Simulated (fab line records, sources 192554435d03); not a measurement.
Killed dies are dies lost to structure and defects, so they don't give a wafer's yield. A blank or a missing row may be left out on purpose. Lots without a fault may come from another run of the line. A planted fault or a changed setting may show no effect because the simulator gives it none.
fab line records | flow n5_finfet
record lots=7 wafers=21 last_day=17
route steps=1938 shown BEOL_M4@1049 PASSIVATION@1936
lots that met no fault: from a run of the same line without faults
start_h: hours from the record's first day to the start of the lot's first wafer shown | wait_h: hours since the lot's step before | " the same as in the row above | L1.1+2: a row that stands for several wafers | - no value, or no start given | * or withheld: withheld | < > ~ a bound
route shown NAME@n: a module of which the file shows steps, and the number in the route of the first | usual: mean/standard deviation of fault-free wafers | same: alike in all rows | chamber/n: place in a boat | sites: the reading at each site | _std_site: their standard deviation | _edge_site: outer sites' mean less inner sites' | radius_mm: how far each site lies from the wafer's centre | mask NAME#n: copy n | behind: the tool/chamber that last shaped the wafer | hold: why the lot was held/for how many hours/how that ended | device: the transistor (n, p or np) that didn't switch | end of line: the same wafers' tests at the end of the route | a step without rows: its recipe alone | killed: dies lost to structure and defects at the first sort, not the wafer's yield | map: a wafer's dies, x killed, . not, _ none there
set.NAME: the setting as run; set.NAME@STEP: as run at that earlier step | model.NAME: the simulator's own value behind a step, which no gauge read
lots at some steps of the route; a table a step, a row a wafer
services: from which hour (start_h, from the record's first day; less than 0 if before it) a tool's chamber was out of use, for how many hours, and why
## steps
# step N5_BEOL_M4_COAT_76
# recipe resist=underlayer temp_c=205 time_s=60 spin_rpm=1500 resist_thk_nm=5
# step N5_BEOL_M4_COAT_22
# recipe resist=CAR-EUV spin_rpm=1500 resist_thk_nm=30
# step N5_BEOL_M4_EBR_24
# recipe solvent=PGMEA ebr_width_mm=1.5
# step N5_BEOL_M4_SOFTBAKE_23
# recipe temp_c=110 time_s=60 resist=CAR-EUV
# step N5_BEOL_M4_EXPOSE_25
# recipe mask_id=V3 na=0.33 source_shape=quasar sigma_inner=0.2 sigma_outer=0.8 polarization=unpolarized defocus_nm=5 dose_mj=63
# step N5_BEOL_M4_PEB_26
# recipe peb_temp_c=100 peb_time_s=60 resist=CAR-EUV
# step N5_BEOL_M4_DEVELOP_27
# recipe develop_time_s=30 developer=TMAH resist=CAR-EUV rinse_liquid=surfactant_rinse dry=air_spin dev_temp_c=23
# step N5_BEOL_M4_CD_MEAS_28
# recipe target_cd_nm=26.2 landing_energy_ev=500 detector=se_inlens target_cd_y_nm=24.1 polarity=opening
# usual cd_nm=26.15/0.21
# columns lot.wafer tool chamber start_h wait_h cd_nm
L964.1 cd_sem-03 0 192.03 - 25.98
L964.2 " 0 " " 25.67
L964.6 " 0 " " 26.06
L965.3 cd_sem-01 0 214.55 - 26.20
L965.4 " 0 " " 26.61
L965.6 " 0 " " 26.37
L969.1 cd_sem-01 0 252.12 - 25.68
L969.2 " 0 " " 26.25
L969.6 " 0 " " 26.00
L974.4 cd_sem-01 0 254.46 - 26.24
L974.5 " 0 " " 26.12
L974.6 " 0 " " 26.19
L975.1 cd_sem-01 0 257.64 - 26.45
L975.3 " 0 " " 26.68
L975.5 " 0 " " 26.20
L976.1 cd_sem-01 0 263.49 - 26.30
L976.3 " 0 " " 25.89
L976.6 " 0 " " 26.21
L977.1 cd_sem-01 0 287.01 - 26.21
L977.5 " 0 " " 26.21
L977.6 " 0 " " 26.31
# step N5_BEOL_M4_OVL_MEAS_29
# recipe points_per_wafer=522
# usual V3_OVL=-0.2/0.59
# columns lot.wafer tool chamber start_h wait_h V3_OVL[nm]
L964.1 overlay-01 0 192.06 0.0 0.3
L964.2 " 0 " " 0.3
L964.6 " 0 " " -0.3
L965.3 overlay-01 0 214.59 0.0 0.4
L965.4 " 0 " " -0.6
L965.6 " 0 " " 0.4
L969.1 overlay-02 0 252.15 0.0 -0.1
L969.2 " 0 " " -0.6
L969.6 " 0 " " 0.5
L974.4 overlay-01 0 254.51 0.0 0.0
L974.5 " 0 " " -0.6
L974.6 " 0 " " 0.2
L975.1 overlay-02 0 257.67 0.0 0.0
L975.3 " 0 " " -0.6
L975.5 " 0 " " -0.6
L976.1 overlay-02 0 263.52 0.0 0.1
L976.3 " 0 " " 0.8
L976.6 " 0 " " 0.2
L977.1 overlay-01 0 287.04 0.0 0.0
L977.5 " 0 " " -0.6
L977.6 " 0 " " -0.5
# step N5_BEOL_M4_INSPECT_30
# recipe mode=adi inspect_instrument=brightfield
# usual raw_defect_count=439/96
# columns lot.wafer tool chamber start_h wait_h raw_defect_count
L964.1 defect_inspect-01 - 192.12 0.1 372
L964.2 " - " " 514
L964.6 " - " " 392
L965.3 defect_inspect-02 - 214.64 0.0 440
L965.4 " - " " 348
L965.6 " - " " 309
L969.1 defect_inspect-02 - 252.31 0.2 465
L969.2 " - " " 371
L969.6 " - " " 309
L974.4 defect_inspect-02 - 254.55 0.0 578
L974.5 " - " " 457
L974.6 " - " " 432
L975.1 defect_inspect-02 - 257.73 0.1 438
L975.3 " - " " 523
L975.5 " - " " 558
L976.1 defect_inspect-02 - 263.57 0.1 497
L976.3 " - " " 455
L976.6 " - " " 722
L977.1 defect_inspect-01 - 287.09 0.1 366
L977.5 " - " " 377
L977.6 " - " " 328
# step N5_BEOL_M4_DESCUM_33
# recipe chemistry=O2 time_s=7 source_power_w=50 bias_power_w=20 pressure_mtorr=20 rf_frequency_hz=2.712e+07 temp_c=40 resist=CAR-EUV o2_flow_sccm=225
# usual drypump_motor_current_A=5.8/0.58 oes_product_au=0.78/0.09 rf_vpp_V=242.8/1.3 showerhead_plenum_p_Torr=2.07/0.071 throttle_valve_pct=20.44/0.23
# columns lot.wafer tool chamber start_h wait_h drypump_motor_current_A oes_product_au rf_hours_counter_h rf_vpp_V showerhead_plenum_p_Torr throttle_valve_pct
L964.1 rie_diel-06 2 192.16 0.0 5.3 0.82 71 241.9 2.02 20.05
L964.2 " 0 " " 6.4 0.72 166 242.5 2.01 20.68
L964.6 " 3 " " 4.8 0.76 - 241.8 2.00 20.27
L965.3 rie_diel-05 0 215.27 0.6 5.2 0.66 236 245.0 2.16 20.58
L965.4 " 1 " " 6.0 0.82 78 241.8 2.04 20.60
L965.6 " 1 " " 6.0 0.82 - 242.5 2.04 20.60
L969.1 rie_diel-06 2 252.34 0.0 5.3 0.80 89 243.9 2.01 20.08
L969.2 " 3 " " 4.8 0.74 164 241.6 2.00 20.31
L969.6 " 3 " " 4.8 0.74 - 241.4 2.00 20.33
L974.4 rie_diel-06 3 254.58 0.0 4.8 0.73 165 242.1 2.00 20.32
L974.5 " 2 " " 5.3 0.80 - 241.9 2.01 20.08
L974.6 " 3 " " 4.8 0.74 - 242.3 2.00 20.31
L975.1 rie_diel-06 3 257.76 0.0 4.8 0.75 166 240.7 1.99 20.31
L975.3 " 0 " " 6.4 0.71 186 240.6 2.00 20.71
L975.5 " 2 " " 5.3 0.80 - 242.0 2.01 20.09
L976.1 rie_diel-05 0 263.61 0.0 5.3 0.66 259 245.0 2.15 20.59
L976.3 " 1 " " 6.0 0.80 101 242.0 2.04 20.65
L976.6 " 0 " " 5.3 0.66 - 242.0 2.15 20.62
L977.1 rie_diel-05 0 288.65 1.6 5.2 1.00 0 242.9 2.15 20.18
L977.5 " 2 " " 5.6 0.76 - 243.2 2.10 20.48
L977.6 " 1 " " 5.9 0.79 - 240.7 2.04 20.64
# step N5_BEOL_M4_ETCH_77
# recipe chemistry=N2/H2 target=underlayer target_depth_a=65 mask_material=CAR-EUV time_s=5.2 ion_energy_ev=200 pressure_mtorr=30 source_w=840 bias_w=150 n2_flow_sccm=200 h2_flow_sccm=200 ends=cleared
# usual drypump_motor_current_A=5.8/0.58 etch_rf_on_time_s=5.22/0.14 oes_product_au=0.67/0.076 rf_vpp_V=522.9/2.5 showerhead_plenum_p_Torr=2.52/0.083 throttle_valve_pct=17.89/0.2
# columns lot.wafer tool chamber start_h wait_h drypump_motor_current_A etch_rf_on_time_s oes_product_au rf_hours_counter_h rf_vpp_V showerhead_plenum_p_Torr throttle_valve_pct
L964.1 rie_diel-06 2 192.19 0.0 5.3 5.25 0.71 71 520.8 2.47 17.60
L964.2 " 0 " " 6.4 5.35 0.62 166 520.8 2.44 18.01
L964.6 " 3 " " 4.8 5.07 0.65 - 520.1 2.46 17.90
L965.3 rie_diel-05 0 215.30 0.0 5.3 5.48 0.56 236 526.0 2.63 18.04
L965.4 " 1 " " 6.0 4.99 0.71 78 522.7 2.48 18.06
L965.6 " 1 " " 6.0 5.00 0.72 - 523.3 2.48 18.04
L969.1 rie_diel-06 2 252.38 0.0 5.3 5.20 0.68 89 521.9 2.47 17.65
L969.2 " 3 " " 4.8 4.99 0.64 164 522.4 2.45 17.95
L969.6 " 3 " " 4.8 4.97 0.65 - 521.3 2.45 17.93
L974.4 rie_diel-06 3 254.61 0.0 4.8 5.08 0.64 165 522.8 2.45 17.94
L974.5 " 2 " " 5.3 5.24 0.69 - 523.3 2.47 17.66
L974.6 " 3 " " 4.8 5.06 0.63 - 518.6 2.45 17.94
L975.1 rie_diel-06 3 257.80 0.0 4.8 5.12 0.64 166 521.6 2.44 17.93
L975.3 " 0 " " 6.4 5.38 0.60 186 518.6 2.43 18.04
L975.5 " 2 " " 5.3 5.36 0.68 - 523.2 2.47 17.65
L976.1 rie_diel-05 0 263.64 0.0 5.3 5.52 0.54 259 525.5 2.62 18.05
L976.3 " 1 " " 5.9 5.16 0.69 101 520.5 2.47 18.09
L976.6 " 0 " " 5.3 5.47 0.55 - 525.3 2.62 18.07
L977.1 rie_diel-05 0 288.69 0.0 5.2 5.03 0.84 0 526.2 2.62 17.63
L977.5 " 2 " " 5.6 5.22 0.64 - 525.3 2.53 17.79
L977.6 " 1 " " 6.0 5.10 0.68 - 521.4 2.47 18.10
# step N5_BEOL_M4_ETCH_69
# recipe chemistry=CF4 target=SiARC target_depth_a=156 mask_material=CAR-EUV time_s=26 ion_energy_ev=80 pressure_mtorr=40 source_w=545 bias_w=36 Ar_flow_sccm=100 cf4_flow_sccm=100 ends=cleared
# usual cf4_flow_sccm=99.99/0.29 drypump_motor_current_A=5.8/0.58 etch_rf_on_time_s=26.0/0.67 oes_product_au=0.67/0.076 rf_vpp_V=183.8/1.1 showerhead_plenum_p_Torr=2.11/0.064 throttle_valve_pct=15.59/0.23
# columns lot.wafer tool chamber start_h wait_h cf4_flow_sccm drypump_motor_current_A etch_rf_on_time_s oes_product_au rf_hours_counter_h rf_vpp_V showerhead_plenum_p_Torr throttle_valve_pct
L964.1 rie_diel-06 2 192.21 0.0 99.16 5.3 26.3 0.70 71 184.1 2.08 15.26
L964.2 " 0 " " 99.84 6.4 26.3 0.62 166 183.2 2.06 15.83
L964.6 " 3 " " 99.90 4.8 25.5 0.66 - 183.6 2.05 15.50
L965.3 rie_diel-05 0 215.32 0.0 99.94 5.3 27.0 0.57 236 186.1 2.19 15.75
L965.4 " 1 " " 100.19 5.9 25.3 0.72 78 182.8 2.08 15.64
L965.6 " 1 " " 99.97 6.0 24.9 0.72 - 182.4 2.08 15.64
L969.1 rie_diel-06 2 252.39 0.0 70.13 5.3 27.6 0.67 89 182.4 1.85 14.04
L969.2 " 3 " " 99.78 4.8 25.5 0.64 164 183.6 2.05 15.55
L969.6 " 3 " " 99.94 4.8 25.3 0.64 - 183.1 2.05 15.55
L974.4 rie_diel-06 3 254.63 0.0 99.80 4.8 25.3 0.64 165 184.1 2.04 15.54
L974.5 " 2 " " 69.78 5.3 27.3 0.67 - 184.1 1.85 14.05
L974.6 " 3 " " 100.31 4.8 25.5 0.65 - 183.7 2.05 15.54
L975.1 rie_diel-06 3 257.82 0.0 99.54 4.8 25.2 0.65 166 181.9 2.04 15.54
L975.3 " 0 " " 100.07 6.4 26.3 0.61 186 182.9 2.05 15.85
L975.5 " 2 " " 70.39 5.3 27.4 0.67 - 183.6 1.85 14.04
L976.1 rie_diel-05 0 263.66 0.0 100.08 5.3 26.7 0.56 259 184.9 2.18 15.79
L976.3 " 1 " " 99.98 6.0 25.1 0.69 101 183.1 2.07 15.68
L976.6 " 0 " " 99.87 5.3 26.7 0.56 - 185.3 2.18 15.78
L977.1 rie_diel-05 0 288.70 0.0 100.09 5.3 24.9 0.86 0 183.0 2.18 15.26
L977.5 " 2 " " 99.60 5.6 26.0 0.65 - 182.6 2.14 15.64
L977.6 " 1 " " 99.71 6.0 25.0 0.69 - 183.0 2.07 15.67
# step N5_BEOL_M4_ALD_98
# recipe material=SiO2 target_thk_a=25 temp_c=100 ald_precursor_family=BDEAS ald_co_reactant=O2-plasma pulse_time_s=1 co_reactant_pulse_time_s=1 purge_time_s=2 co_reactant_purge_time_s=2 ald_cycles=17 pressure_torr=2
# usual heater_power_w=75/8.7 precursor_pulse_height_rel=1.001/0.019
# columns lot.wafer tool chamber start_h wait_h heater_power_w precursor_pulse_height_rel
L964.1 ald_sin-04 3 192.60 0.4 61 0.983
L964.2 " 0 " " 70 0.967
L964.6 " 1 " " 86 0.992
L965.3 ald_sin-02 2 215.40 0.1 73 1.024
L965.4 " 0 " " 85 1.010
L965.6 " 1 " " 83 0.971
L969.1 ald_sin-02 1 252.48 0.1 83 1.015
L969.2 " 0 " " 85 0.985
L969.6 " 3 " " 69 0.950
L974.4 ald_sin-03 3 254.87 0.2 88 1.013
L974.5 " 2 " " 68 0.980
L974.6 " 3 " " 87 1.045
L975.1 ald_sin-03 3 258.20 0.4 86 0.976
L975.3 " 0 " " 72 0.940
L975.5 " 2 " " 68 1.022
L976.1 ald_sin-04 2 263.74 0.1 74 1.031
L976.3 " 1 " " 84 0.991
L976.6 " 3 " " 61 1.007
L977.1 ald_sin-03 3 289.19 0.5 86 1.006
L977.5 " 3 " " 84 1.019
L977.6 " 2 " " 69 1.017
# step N5_BEOL_M4_RC_MEAS_101
# usual DIBL_N=36.5/2 DIBL_P=36.5/2.3 IOFF_N=0.16/0.036 IOFF_P=0.21/0.037 ION_N=672/12 ION_P=459/7.1 SS_N=71.6/0.73 SS_P=73.4/0.76 VT_N=250/3.3 VT_P=-250.5/2.9
# columns lot.wafer tool chamber start_h wait_h DIBL_N[mV/V] DIBL_P[mV/V] IOFF_N[nA/um] IOFF_P[nA/um] ION_N[uA/um] ION_P[uA/um] SS_N[mV/dec] SS_P[mV/dec] VT_N[mV] VT_P[mV]
L964.1 prober-02 0 201.65 0.0 36.4 34.9 0.16 0.21 673 462 71.0 73.2 248 -249.7
L964.2 " 0 " " 36.3 34.2 0.18 0.21 690 467 71.5 72.9 245 -250.3
L964.6 " 0 " " 38.9 37.4 0.23 0.27 687 466 72.2 74.3 245 -246.5
L965.3 prober-01 0 223.63 0.3 32.9 33.1 0.10 0.15 651 450 70.4 72.3 255 -253.9
L965.4 " 0 " " 38.1 38.9 0.19 0.24 676 461 72.7 73.7 248 -247.5
L965.6 " 0 " " 35.0 34.4 0.13 0.17 664 453 71.4 73.5 254 -252.8
L969.1 prober-02 0 260.12 0.0 35.7 36.0 0.14 0.21 675 461 70.8 73.1 252 -249.6
L969.2 " 0 " " 35.5 34.8 0.14 0.19 663 462 70.7 73.2 252 -251.4
L969.6 " 0 " " 36.1 35.6 0.15 0.21 667 464 71.2 72.3 250 -248.3
L974.4 prober-02 0 263.16 0.5 38.0 36.4 0.15 0.22 680 462 71.2 72.7 253 -250.4
L974.5 " 0 " " 39.0 36.9 0.18 0.22 651 445 72.9 73.1 252 -249.4
L974.6 " 0 " " 37.3 35.8 0.14 0.21 660 457 71.6 72.7 251 -249.5
L976.1 prober-02 0 274.13 0.0 34.9 33.7 0.13 0.20 664 466 71.1 72.7 253 -248.9
L976.3 " 0 " " 37.1 35.2 0.15 0.22 654 449 71.9 72.9 255 -250.1
L976.6 " 0 " " 36.9 36.0 0.16 0.24 681 473 71.1 73.3 250 -245.5
L975.1 prober-01 0 280.17 0.0 36.2 34.6 0.16 0.19 672 456 71.8 74.1 247 -253.7
L975.3 " 0 " " 34.5 32.5 0.12 0.16 665 454 71.2 72.4 255 -256.7
L975.5 " 0 " " 35.0 33.4 0.13 0.17 671 459 70.8 72.3 249 -251.9
L977.1 prober-02 0 296.59 0.0 35.8 37.0 0.17 0.20 682 463 71.3 73.9 250 -251.0
L977.5 " 0 " " 35.6 37.3 0.17 0.21 678 469 71.5 73.3 248 -248.7
L977.6 " 0 " " 33.9 34.6 0.13 0.17 667 456 71.1 73.0 252 -255.2
# step N5_PASSIVATION_PROBE_49
# usual defect_limited_yield=91.4/1.4 killed_at_M0_to_M3=33/11 killed_at_M4_up=13/5.3 killed_at_contacts=13/6.1 killed_at_front_end=40/11 killed_at_other=2.9/2.7 killed_dies=102/17 killed_open=68/13 killed_short=32/7.5 sort_bin_5_function=5.1/0.98 sort_bin_6_memory=3.2/0.69 sort_bin_8_speed=0.1/1.1 sort_n_pass=1077/21 sort_yield_pct=91.3/1.7
# same gross_dies=1180 killed_at_back_side=0 sort_bin_4_leakage[%]=0
# columns lot.wafer tool chamber start_h wait_h defect_limited_yield[%] killed_at_M0_to_M3 killed_at_M4_up killed_at_contacts killed_at_front_end killed_at_other killed_dies killed_open killed_short sort_bin_5_function[%] sort_bin_6_memory[%] sort_bin_8_speed[%] sort_n_pass sort_yield_pct[%]
L964.1 prober-02 - 320.44 0.0 90.6 32 26 17 32 4 111 86 25 5.9 3.4 0 1069 90.6
L964.2 prober-02 - 320.49 0.1 91.6 44 15 18 21 1 99 61 37 5.6 2.4 0 1081 91.6
L964.6 prober-02 - 320.69 0.3 92.8 21 18 16 29 1 85 56 28 4.4 2.5 0 1095 92.8
L974.4 prober-02 - 383.46 0.2 90.9 53 10 12 31 1 107 78 29 5.2 3.7 0 1073 90.9
L974.5 prober-02 - 383.51 0.2 90.4 34 26 10 43 0 113 82 30 6.2 3.2 0.1 1066 90.3
L974.6 prober-02 - 383.56 0.3 93.0 34 7 16 26 0 83 58 23 3.5 3.2 0 1097 93.0
L969.1 prober-02 - 390.28 0.0 91.9 34 8 19 30 4 95 66 28 4.7 3.1 0 1085 91.9
L969.2 prober-02 - 390.33 0.1 92.6 33 5 10 36 3 87 57 25 3.7 3.2 0 1093 92.6
L969.6 prober-02 - 390.53 0.3 89.7 59 4 17 40 2 122 70 48 5.4 4.7 0 1058 89.7
L975.1 prober-01 - 399.58 0.0 89.2 62 24 10 31 1 128 86 42 6.4 4.0 0 1052 89.2
L975.3 prober-01 - 399.68 0.1 88.0 37 28 9 66 2 142 94 46 6.5 5.3 0 1038 88.0
L975.5 prober-01 - 399.78 0.2 92.8 27 10 16 26 6 85 56 27 4.7 2.2 0 1095 92.8
L977.1 prober-01 - 414.89 0.0 90.0 63 11 9 31 4 118 78 39 6.6 3.1 0 1062 90.0
L977.5 prober-01 - 415.09 0.2 91.7 29 16 5 47 1 98 66 31 4.7 3.6 0 1082 91.7
L977.6 prober-01 - 415.14 0.3 94.4 15 12 10 28 1 66 43 22 3.9 1.4 0 1114 94.4
# killed by level:class
L964.1 BEOL_M4:geometric_particle:open=18 BEOL_M0_SAQP:geometric_particle:open=13 MOL_CONTACT_COAG:geometric_particle:open=12 STI_FIN_REVEAL:geometric_particle:open=9 BEOL_M1:geometric_particle:open=7 BEOL_M3:geometric_particle:open=6 MOL_CONTACT_COAG:geometric_particle:short=5 FIN_SAQP:geometric_particle:open=4
L964.2 MOL_CONTACT_COAG:geometric_particle:open=16 BEOL_M0_SAQP:geometric_particle:short=12 GATE_CUT:geometric_particle:short=8 BEOL_M0_SAQP:geometric_particle:open=8 BEOL_M4:geometric_particle:open=7 BEOL_M3:geometric_particle:open=5 BEOL_M2:geometric_particle:open=5 BEOL_M5:geometric_particle:open=5
L964.6 MOL_CONTACT_COAG:geometric_particle:open=15 BEOL_M4:geometric_particle:short=7 BEOL_M1:geometric_particle:open=6 BEOL_M4:geometric_particle:open=6 GATE_CUT:geometric_particle:short=5 BEOL_M5:geometric_particle:open=5 FIN_SAQP:geometric_particle:short=4 STI_FIN_REVEAL:geometric_particle:open=4
L974.4 BEOL_M3:geometric_particle:open=12 MOL_CONTACT_COAG:geometric_particle:open=11 BEOL_M0_SAQP:geometric_particle:open=11 FIN_SAQP:geometric_particle:open=10 FIN_SAQP:geometric_particle:short=9 BEOL_M0:geometric_particle:open=9 BEOL_M1:geometric_particle:open=8 BEOL_M0_SAQP:geometric_particle:short=7
L974.5 STI_FIN_REVEAL:geometric_particle:open=15 BEOL_M4:geometric_particle:open=15 FIN_SAQP:geometric_particle:open=8 BEOL_M1:geometric_particle:open=8 BEOL_M3:geometric_particle:open=8 BEOL_M0_SAQP:geometric_particle:short=7 MOL_CONTACT_COAG:geometric_particle:open=6 FIN_SAQP:geometric_particle:short=5
L974.6 STI_FIN_REVEAL:geometric_particle:open=9 BEOL_M1:geometric_particle:open=8 MOL_CONTACT_COAG:geometric_particle:open=8 BEOL_M0:geometric_particle:open=8 MOL_CONTACT_COAG:geometric_particle:short=6 BEOL_M2:geometric_particle:open=5 FIN_SAQP:geometric_particle:open=4 FIN_SAQP:geometric_particle:short=4
L969.1 MOL_CONTACT_COAG:geometric_particle:open=17 BEOL_M0_SAQP:geometric_particle:open=15 FIN_SAQP:geometric_particle:open=7 BEOL_M0_SAQP:geometric_particle:short=7 FIN_SAQP:geometric_particle:short=6 BEOL_M2:geometric_particle:open=5 BEOL_M7:geometric_particle:open=5 STI_FIN_REVEAL:geometric_particle:open=4
L969.2 BEOL_M0_SAQP:geometric_particle:open=13 FIN_SAQP:geometric_particle:open=9 MOL_CONTACT_COAG:geometric_particle:open=8 BEOL_M0_SAQP:geometric_particle:short=7 FIN_SAQP:geometric_particle:short=5 GATE_CUT:geometric_particle:open=5 BEOL_M1:geometric_particle:open=5 GATE_CUT:geometric_particle:short=4
L969.6 BEOL_M0_SAQP:geometric_particle:open=17 BEOL_M0_SAQP:geometric_particle:short=14 MOL_CONTACT_COAG:geometric_particle:open=9 GATE_CUT:geometric_particle:short=8 FIN_SAQP:geometric_particle:open=7 MOL_CONTACT_COAG:geometric_particle:short=7 BEOL_M1:geometric_particle:open=6 BEOL_M2:geometric_particle:open=6
L975.1 BEOL_M0_SAQP:geometric_particle:short=15 BEOL_M0_SAQP:geometric_particle:open=15 MOL_CONTACT_COAG:geometric_particle:open=9 BEOL_M3:geometric_particle:open=9 BEOL_M4:geometric_particle:open=9 FIN_SAQP:geometric_particle:open=8 STI_FIN_REVEAL:geometric_particle:open=8 BEOL_M2:geometric_particle:open=7
L975.3 STI_FIN_REVEAL:geometric_particle:open=16 BEOL_M4:geometric_particle:open=14 FIN_SAQP:geometric_particle:short=13 FIN_SAQP:geometric_particle:open=12 BEOL_M0_SAQP:geometric_particle:open=10 GATE_CUT:geometric_particle:short=8 MOL_CONTACT_COAG:geometric_particle:open=8 BEOL_M0_SAQP:geometric_particle:short=7
L975.5 MOL_CONTACT_COAG:geometric_particle:open=11 BEOL_M0_SAQP:geometric_particle:open=8 BEOL_M4:geometric_particle:open=7 MOL_CONTACT_COAG:geometric_particle:short=5 STI_FIN_REVEAL:geometric_particle:open=4 STARTING-WAFER:geometric_particle:open=4 PASS1_CAP:geometric_particle:short=4 DUMMY_GATE:geometric_particle:open=3
L977.1 BEOL_M0_SAQP:geometric_particle:open=15 BEOL_M1:geometric_particle:open=14 BEOL_M2:geometric_particle:open=13 BEOL_M0_SAQP:geometric_particle:short=11 MOL_CONTACT_COAG:geometric_particle:open=7 FIN_SAQP:geometric_particle:open=6 FIN_SAQP:geometric_particle:short=5 GATE_CUT:geometric_particle:short=5
L977.5 FIN_SAQP:geometric_particle:open=22 BEOL_M4:geometric_particle:open=10 BEOL_M0_SAQP:geometric_particle:short=9 BEOL_M0_SAQP:geometric_particle:open=7 GATE_CUT:geometric_particle:open=6 FIN_SAQP:geometric_particle:short=4 MOL_CONTACT_COAG:geometric_particle:open=4 STARTING-WAFER:geometric_particle:short=4
L977.6 MOL_CONTACT_COAG:geometric_particle:open=10 FIN_SAQP:geometric_particle:open=5 STI_FIN_REVEAL:geometric_particle:open=5 BEOL_M2:geometric_particle:open=4 STI_FIN_REVEAL:geometric_particle:short=3 ILD0:geometric_particle:short=3 GATE_CUT:geometric_particle:short=3 BEOL_M0_SAQP:geometric_particle:short=3
## services
# columns tool chamber start_h hours kind
rie_diel-06 1 173.05 - clean
rie_diel-06 1 173.05 - consumable_replace:focus_ring
rie_diel-06 1 173.05 16.4 scheduled_down
rie_diel-06 1 173.05 16.4 vent_cycle
rie_diel-06 0 176.57 2.9 repair
ald_sin-03 - 177.13 14.0 pm
ald_sin-04 2 177.27 15.7 repair
ald_sin-02 3 197.71 27.5 repair
rie_diel-06 1 199.25 14.5 repair
rie_diel-06 - 209.18 0.3 repair
rie_diel-06 - 210.01 4.8 repair
ald_sin-02 0 210.11 3.2 repair
rie_diel-06 1 216.20 8.8 repair
rie_diel-06 2 216.94 4.0 repair
rie_diel-06 0 227.20 14.4 repair
ald_sin-04 - 229.30 6.1 pm
rie_diel-05 - 236.83 0.2 repair
ald_sin-03 1 238.18 10.3 repair
ald_sin-02 - 238.54 4.3 repair
rie_diel-06 2 241.76 6.5 repair
ald_sin-02 - 268.25 14.0 pm
rie_diel-05 - 273.86 14.6 pm
ald_sin-03 - 274.95 0.9 repair
ald_sin-04 - 286.57 0.9 repair
## key
first_sign step=N5_BEOL_M4_ETCH_69 reading=cf4_flow_sccm direction=down sigmas=99+ usual=99.99 struck=70.10
effect step=N5_BEOL_M4_ETCH_69 reading=throttle_valve_pct direction=down sigmas=6.8 usual=* struck=*
met_at N5_BEOL_M4_ETCH_69
struck_wafers L969.1,L974.5,L975.5
onset_between 192.21 252.39
fault kind=process_parameter_drift tool=rie_diel-06 chamber=2 onset_h=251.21 steps=N5_BEOL_M4_ETCH_69 channel=cf4_flow_sccm offset=-30 shape=step end_h=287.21 acts_in=these_recipes_only stated=100
